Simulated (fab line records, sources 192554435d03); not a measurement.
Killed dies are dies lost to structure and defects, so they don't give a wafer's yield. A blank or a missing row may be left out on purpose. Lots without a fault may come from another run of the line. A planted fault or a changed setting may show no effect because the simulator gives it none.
Split-lot experiment | flow n5_finfet | 7 lots, 21 wafers read, on a route of 1938 steps

THE SPLIT
At N5_WELL_APT_COAT_02 (resist thk 950 nm), the setting spin_rpm was moved away from the recipe's 1357 rpm on 8 of the 21 wafers read, by -9.9% to +3.0%. The other wafers ran this setting at the recipe's value.

The reading is taken at the split's own step.

THE READING
coat_of_WELL_APT_COAT_02.thk_nm (the simulator's own value, which no gauge read), in nm, at N5_WELL_APT_COAT_02 (resist thk 950 nm). The file gives no usual value for it. The 13 wafers here that ran the recipe average 951.0 nm, standard deviation 2 nm.

wafer  | tool, chamber at the split | spin_rpm as run, rpm | against the recipe | coat_of_WELL_APT_COAT_02.thk_nm, nm | against lot-mates on the recipe
L075.1 | litho_track-04, 0          | 1398                 | +3.0%              | 939.6                               | -15.9
L075.5 | litho_track-04, 0          | 1398                 | +3.0%              | 938.1                               | -17.4
L075.6 | litho_track-04, 0          | 1357                 | recipe             | 955.5                               | -
L076.1 | litho_track-03, 0          | 1357                 | recipe             | 949.8                               | -
L076.2 | litho_track-03, 0          | 1357                 | recipe             | 951.1                               | -
L076.3 | litho_track-03, 0          | 1357                 | recipe             | 950.2                               | -
L080.1 | litho_track-04, 0          | 1357                 | recipe             | 951.7                               | -
L080.3 | litho_track-04, 0          | 1357                 | recipe             | 948.4                               | -
L080.5 | litho_track-04, 0          | 1357                 | recipe             | 952.6                               | -
L083.2 | litho_track-05, 0          | 1357                 | recipe             | 951.1                               | -
L083.3 | litho_track-05, 0          | 1357                 | recipe             | 951                                 | -
L083.4 | litho_track-05, 0          | 1357                 | recipe             | 951.5                               | -
L092.1 | litho_track-03, 0          | 1357                 | recipe             | 952.7                               | -
L092.4 | litho_track-03, 0          | 1223                 | -9.9%              | 1003                                | +50.3
L092.5 | litho_track-03, 0          | 1223                 | -9.9%              | 1003                                | +50.3
L094.1 | litho_track-04, 0          | 1357                 | recipe             | 950.5                               | -
L094.2 | litho_track-04, 0          | 1318                 | -2.9%              | 962.6                               | +12.1
L094.4 | litho_track-04, 0          | 1318                 | -2.9%              | 961.8                               | +11.3
L096.1 | litho_track-04, 0          | 1282                 | -5.5%              | 978.6                               | +31.9
L096.2 | litho_track-04, 0          | 1357                 | recipe             | 946.7                               | -
L096.3 | litho_track-04, 0          | 1282                 | -5.5%              | 979.8                               | +33.1

THE FIT
A straight line over all 21 wafers: coat_of_WELL_APT_COAT_02.thk_nm changes by -5.06 nm for each +1% of spin_rpm; r = -0.99; the points scatter about the line by 2.4 nm.
The same after taking each lot's own level away (the mean of its wafers on the recipe; 21 wafers): -5.25 nm for each +1%; r = -1.00; scatter 1.9 nm.
On that fit, the largest move of spin_rpm shifts the reading by 52 nm.
The lots' own levels span 946.70 to 955.50 nm, that is 4.3 times the standard deviation above.
So the lot-to-lot level changes the slope little: the two slopes agree.
Check: with one of the wafers moved furthest among these (-9.9%) left out of the fit, the line predicts +52.3 nm for it against its lot-mates. It came out at +50.3 nm against them.

THE FILE'S OWN FIT
coat_of_WELL_APT_COAT_02.thk_nm changes by -5.25 nm for each +1% of spin_rpm, r = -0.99.
